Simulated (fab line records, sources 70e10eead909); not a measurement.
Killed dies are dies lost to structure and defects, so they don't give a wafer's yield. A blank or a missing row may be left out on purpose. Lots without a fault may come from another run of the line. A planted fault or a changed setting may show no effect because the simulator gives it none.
fab line records | flow nand_harc
record lots=12 wafers=36 last_day=33
route steps=1302 shown A_WL_FILL@968 A_CONTACT@983
lots that met no fault: from a run of the same line without faults
start_h: hours from the record's first day to the start of the lot's first wafer shown | wait_h: hours since the lot's step before | " the same as in the row above | L1.1+2: a row that stands for several wafers | - no value, or no start given | * or withheld: withheld | < > ~ a bound
route shown NAME@n: a module of which the file shows steps, and the number in the route of the first | usual: mean/standard deviation of fault-free wafers | same: alike in all rows | chamber/n: place in a boat | sites: the reading at each site | _std_site: their standard deviation | _edge_site: outer sites' mean less inner sites' | radius_mm: how far each site lies from the wafer's centre | mask NAME#n: copy n | behind: the tool/chamber that last shaped the wafer | hold: why the lot was held/for how many hours/how that ended | device: the transistor (n, p or np) that didn't switch | end of line: the same wafers' tests at the end of the route | a step without rows: its recipe alone | killed: dies lost to structure and defects at the first sort, not the wafer's yield | map: a wafer's dies, x killed, . not, _ none there
set.NAME: the setting as run; set.NAME@STEP: as run at that earlier step | model.NAME: the simulator's own value behind a step, which no gauge read
steps of the route over a sample of lots; a table a step, a row a wafer
services: from which hour (start_h, from the record's first day; less than 0 if before it) a tool's chamber was out of use, for how many hours, and why
## steps
# step NHARC_A_WL_FILL_ETCHBACK_17
# recipe target_depth_a=40 time_s=26.7 chemistry=Cl2/BCl3
# usual drypump_motor_current_A=5.9/0.32 oes_product_au=1.000/0.018
# columns lot.wafer tool chamber start_h wait_h drypump_motor_current_A oes_product_au rf_hours_counter_h
L169.1 rie_metal-03 0 492.31 - 5.6 0.978 2.4
L169.4 " 1 " " 6.3 1.018 -
L169.6 " 1 " " 6.3 1.011 -
L170.2 rie_metal-02 0 497.10 - 6.0 0.996 0.5
L170.6 " 0 " " 6.0 1.000 -
L170.5 " 1 " " 5.3 1.031 -
L172.2 rie_metal-02 1 515.98 - 5.3 1.018 1.0
L172.4 " 1 " " 5.3 1.029 -
L172.6 " 1 " " 5.3 1.022 -
L173.3 rie_metal-01 1 516.01 - 5.9 1.004 -
L173.4 " 0 " " 6.1 1.003 -
L173.6 " 0 " " 6.1 0.998 -
L177.1 rie_metal-01 1 533.41 - 5.9 0.992 2.4
L177.2 " 0 " " 6.1 0.996 2.2
L177.5 " 0 " " 6.1 0.997 -
L176.2 rie_metal-02 1 537.21 - 5.3 1.025 1.6
L176.3 " 0 " " 6.1 0.999 -
L176.5 " 1 " " 5.3 1.036 -
L178.2 rie_metal-02 1 575.94 - 5.3 1.031 2.1
L178.4 " 1 " " 5.3 1.024 -
L178.5 " 0 " " 6.0 1.003 -
L179.1 rie_metal-02 1 587.65 - 5.3 1.039 2.1
L179.3 " 0 " " 6.1 1.002 -
L179.6 " 1 " " 5.3 1.041 -
L180.2 rie_metal-01 0 595.84 - 6.1 0.985 0.4
L180.1 " 1 " " 5.9 0.999 0.4
L180.4 " 0 " " 6.1 0.981 -
L187.4 rie_metal-03 0 674.03 - 5.6 0.986 -
L187.5 " 0 " " 5.6 0.978 -
L187.6 " 0 " " 5.6 0.982 -
L191.2 rie_metal-02 0 691.25 - 6.0 1.004 1.2
L191.4 " 1 " " 5.3 1.031 -
L191.3 " 0 " " 6.1 0.995 -
L192.1 rie_metal-01 0 701.48 - 6.1 0.996 2.3
L192.2 " 1 " " 5.9 1.006 2.3
L192.5 " 0 " " 6.1 0.992 -
# step NHARC_A_CONTACT_DEP_24
# recipe target_thk_a=5000 temp_c=400 pressure_torr=6.5 rf_w=900 teos_flow_sccm=161.4 flow_sccm=2650 target_thk_nm=500 gas=O2 material=SiO2
# usual heater_power_w=547/70 showerhead_vpp_V=1837/85 susceptor_temp_C=400.01/0.25 throttle_valve_pct=15.9/0.56
# columns lot.wafer tool chamber start_h wait_h heater_power_w showerhead_vpp_V susceptor_temp_C throttle_valve_pct
L169.1 pecvd-02 2 498.73 0.2 580 1738 400.13 15.1
L169.6 " 2 " " 593 1743 399.96 15.0
L169.4 " 0 " " 509 1870 399.81 16.1
L170.2 pecvd-04 2 503.65 0.2 467 1878 399.75 16.3
L170.6 " 0 " " 455 1857 400.28 16.9
L170.5 " 1 " " 551 1935 400.12 15.1
L173.3 pecvd-04 0 522.27 0.1 502 1854 399.96 16.8
L173.4 " 0 " " 521 1833 400.42 17.0
L173.6 " 2 " " 440 1853 400.02 16.3
L172.2 pecvd-01 0 522.33 0.1 594 1846 399.73 15.9
L172.4 " 2 " " 452 1726 399.55 15.4
L172.6 " 1 " " 507 1645 400.34 15.9
L177.1 pecvd-04 2 539.83 0.1 484 1896 400.23 16.0
L177.2 " 0 " " 539 1823 399.84 16.6
L177.5 " 2 " " 486 1839 400.27 16.3
L176.2 pecvd-02 2 543.53 0.1 502 1761 400.05 15.3
L176.3 " 0 " " 660 1843 399.82 16.3
L176.5 " 0 " " 511 1846 400.13 16.3
L178.2 pecvd-04 1 582.50 0.2 583 1874 399.91 15.3
L178.4 " 0 " " 552 1821 400.34 16.9
L178.5 " 1 " " 586 1859 400.00 15.1
L179.1 pecvd-01 1 594.07 0.1 567 1666 399.98 15.8
L179.3 " 2 " " 481 1701 399.68 15.7
L179.6 " 2 " " 519 1712 400.06 15.5
L180.2 pecvd-02 2 603.39 0.1 659 1726 400.38 14.9
L180.1 " 0 " " 537 1822 400.09 16.2
L180.4 " 1 " " 643 1972 400.31 15.9
L187.5 pecvd-04 2 680.65 0.3 444 1868 399.88 16.5
L187.6 " 0 " " 582 1804 399.72 16.5
L187.4 " 1 " " 568 1867 399.91 15.2
L191.2 pecvd-04 0 696.05 0.1 490 1839 399.87 16.6
L191.3 " 2 " " 460 1885 400.15 16.3
L191.4 " 0 " " 530 1828 399.79 16.8
L192.2 pecvd-01 0 707.90 0.1 718 1902 400.09 16.0
L192.1 " 1 " " 496 1658 400.62 16.0
L192.5 " 2 " " 589 1736 400.25 15.4
# step NHARC_A_CONTACT_SOFTBAKE_37
# recipe temp_c=105 time_s=55
# usual heater_power_total_W=188.47/0.13 plate_temp_C=105.01/0.13
# columns lot.wafer tool chamber start_h wait_h heater_power_total_W plate_temp_C
L169.1 litho_track-06 0 505 - 188.63 104.90
L169.4 " 0 " " 188.46 104.76
L169.6 " 0 " " 188.51 104.84
L170.2 litho_track-04 0 512 - 188.57 105.18
L170.5 " 0 " " 188.79 105.29
L170.6 " 0 " " 188.35 105.23
L172.2 litho_track-01 0 527 - 188.36 104.93
L172.4 " 0 " " 188.42 105.02
L172.6 " 0 " " 188.61 105.04
L173.3 litho_track-04 0 528 - 188.52 105.01
L173.4 " 0 " " 188.78 105.14
L173.6 " 0 " " 188.37 104.88
L177.1 litho_track-04 0 547 - 188.39 105.15
L177.2 " 0 " " 188.49 105.04
L177.5 " 0 " " 188.78 105.33
L176.2 litho_track-01 0 549 - 188.41 105.13
L176.3 " 0 " " 188.40 104.98
L176.5 " 0 550 - 188.44 104.99
L178.2 litho_track-06 0 587 - 188.25 104.91
L178.4 " 0 " " 188.35 104.95
L178.5 " 0 " " 188.37 104.95
L179.1 litho_track-04 0 599 - 188.28 105.13
L179.3 " 0 " " 188.66 105.27
L179.6 " 0 " " 188.34 104.95
L180.1 litho_track-06 0 610 - 188.26 104.68
L180.2 " 0 " " 188.63 104.91
L180.4 " 0 " " 188.65 104.95
L187.4 litho_track-06 0 685 - 199.53 -
L187.5 " 0 " " 199.49 -
L187.6 " 0 " " 199.57 -
L191.2 litho_track-06 0 701 - 199.78 -
L191.3 " 0 " " 199.56 -
L191.4 " 0 " " 199.84 -
L192.1 litho_track-01 0 715 - 188.37 104.84
L192.2 " 0 " " 188.41 104.83
L192.5 " 0 " " 188.51 104.94
# step NHARC_A_CONTACT_DESCUM_47
# recipe time_s=3 o2_flow_sccm=200 ar_flow_sccm=0 bias_power_w=0 chemistry=O2
# usual drypump_motor_current_A=5.6/0.44 o2_flow_sccm=199.9/0.67 oes_product_au=0.997/0.015 rf_vpp_V=57.8/0.82 showerhead_plenum_p_Torr=1.93/0.093 throttle_valve_pct=11.312/0.01
# columns lot.wafer tool chamber start_h wait_h drypump_motor_current_A o2_flow_sccm oes_product_au rf_hours_counter_h rf_vpp_V showerhead_plenum_p_Torr throttle_valve_pct
L169.4 rie_diel-04 1 506.33 0.1 6.2 199.6 0.988 25 58.6 2.00 11.323
L169.1 " 2 " " 5.6 199.3 0.997 25 58.3 2.00 11.301
L169.6 " 1 " " 6.2 198.7 0.986 - 58.3 2.00 11.307
L170.2 rie_diel-03 3 513.21 0.1 5.7 198.9 1.001 16 58.0 1.88 11.327
L170.6 " 3 " " 5.7 199.9 0.992 - 57.0 1.88 11.310
L170.5 " 0 " " 5.2 199.7 0.964 - 59.1 2.07 11.325
L172.2 rie_diel-03 0 528.40 0.1 5.2 200.1 0.973 17 59.6 2.07 11.301
L172.4 " 1 " " 5.8 199.4 0.988 - 58.5 2.04 11.304
L172.6 " 0 " " 5.2 200.6 0.967 - 58.0 2.07 11.314
L173.4 rie_diel-04 3 529.35 0.1 4.8 199.7 1.000 24 57.1 1.83 11.309
L173.3 " 2 " " 5.6 200.1 0.996 27 56.6 1.99 11.311
L173.6 " 0 " " 6.1 200.1 0.992 - 57.7 1.81 11.314
L177.2 rie_diel-04 3 548.03 0.1 4.8 199.3 0.983 0 55.4 1.83 11.305
L177.1 " 0 " " 6.1 200.3 1.013 0 58.0 1.81 11.320
L177.5 " 2 " " 5.6 200.6 1.013 - 57.7 1.99 11.309
L176.3 rie_diel-02 1 550.63 0.1 5.6 200.0 0.996 50 58.2 2.06 11.311
L176.2 " 3 " " 5.2 200.0 1.010 54 59.1 1.91 11.309
L176.5 " 1 " " 5.6 199.8 1.008 - 58.0 2.06 11.312
L178.2 rie_diel-02 3 588.09 0.1 5.3 199.6 0.980 3 57.9 1.91 11.303
L178.4 " 0 " " 5.8 199.2 0.972 5 58.7 2.07 11.301
L178.5 " 2 " " 5.9 199.2 1.010 - 57.7 1.97 11.312
L179.1 rie_diel-04 3 599.80 0.1 4.8 201.0 0.992 7 57.2 1.83 11.321
L179.3 " 1 " " 6.2 200.7 0.979 7 56.5 2.00 11.301
L179.6 " 3 " " 4.8 200.1 0.998 - 56.7 1.83 11.323
L180.4 rie_diel-04 1 610.90 0.1 6.2 198.8 0.977 9 57.6 2.00 11.321
L180.2 " 2 " " 5.6 200.9 1.019 9 58.0 1.99 11.319
L180.1 " 3 " " 4.8 200.0 0.985 9 58.0 1.83 11.326
L187.4 rie_diel-04 2 686.40 0.1 5.6 199.9 1.005 22 57.7 1.99 11.314
L187.6 " 1 " " 6.1 200.8 0.975 - 57.1 1.99 11.286
L187.5 " 2 " " 5.6 201.3 1.004 - 57.3 1.99 11.315
L191.4 rie_diel-03 2 702.37 0.1 5.4 200.4 0.987 18 58.8 1.91 11.309
L191.2 " 3 " " 5.6 199.3 1.033 16 56.8 1.87 11.308
L191.3 " 1 " " 5.8 200.0 1.008 20 59.7 2.02 11.320
L192.2 rie_diel-03 3 716.17 0.2 5.6 198.8 1.002 20 57.7 1.86 11.318
L192.1 " 0 " " 5.2 199.5 0.976 21 57.8 2.05 11.312
L192.5 " 2 " " 5.4 199.9 0.983 - 57.5 1.91 11.319
## services
# columns tool chamber start_h hours kind
rie_metal-01 - 476.78 2.6 repair
rie_diel-03 0 481.98 13.0 repair
pecvd-01 - 492.21 13.0 pm
rie_metal-01 - 504.19 0.6 repair
litho_track-01 - 505.00 7.0 pm
rie_diel-03 3 517.78 17.8 repair
rie_metal-03 - 519.00 9.0 pm
litho_track-06 - 529.00 7.0 pm
rie_diel-04 - 531.90 9.0 pm
litho_track-04 - 553.00 7.0 pm
rie_diel-04 3 562.59 3.2 repair
rie_metal-01 - 575.00 9.0 pm
pecvd-04 2 583.04 2.5 repair
pecvd-02 - 589.14 13.0 pm
pecvd-01 1 597.04 12.9 repair
pecvd-01 - 619.95 1.2 repair
rie_metal-02 - 631.00 9.0 pm
pecvd-04 - 631.01 13.0 pm
rie_diel-03 - 634.91 1.3 repair
rie_diel-03 - 636.26 9.0 pm
pecvd-01 0 645.03 6.8 repair
pecvd-01 - 673.21 13.0 pm
litho_track-01 - 680.00 7.0 pm
litho_track-06 - 704.00 7.0 pm
## key
first_sign step=NHARC_A_CONTACT_SOFTBAKE_37 reading=heater_power_total_W direction=up sigmas=83 usual=* struck=*
effect none on later readings
met_at NHARC_A_CONTACT_SOFTBAKE_37
struck_lots L187,L191
tester_left_out L187,L191
not_acting_at NHARC_A_WL_FILL_ETCHBACK_17,NHARC_A_CONTACT_DEP_24,NHARC_A_CONTACT_DESCUM_47
onset_between 610 685
fault kind=process_parameter_drift tool=litho_track-06 chamber=- onset_h=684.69 steps=NHARC_A_CONTACT_SOFTBAKE_37 channel=time_s offset=* shape=step end_h=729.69 acts_in=* stated=*
# tester_left_out: of these lots the tester's yield and bins aren't shown, on N5 and GAA mostly nor the transistor test; their killed dies are dies lost to structure and defects alone, not to doping, threshold or leakage, so they don't give the yield
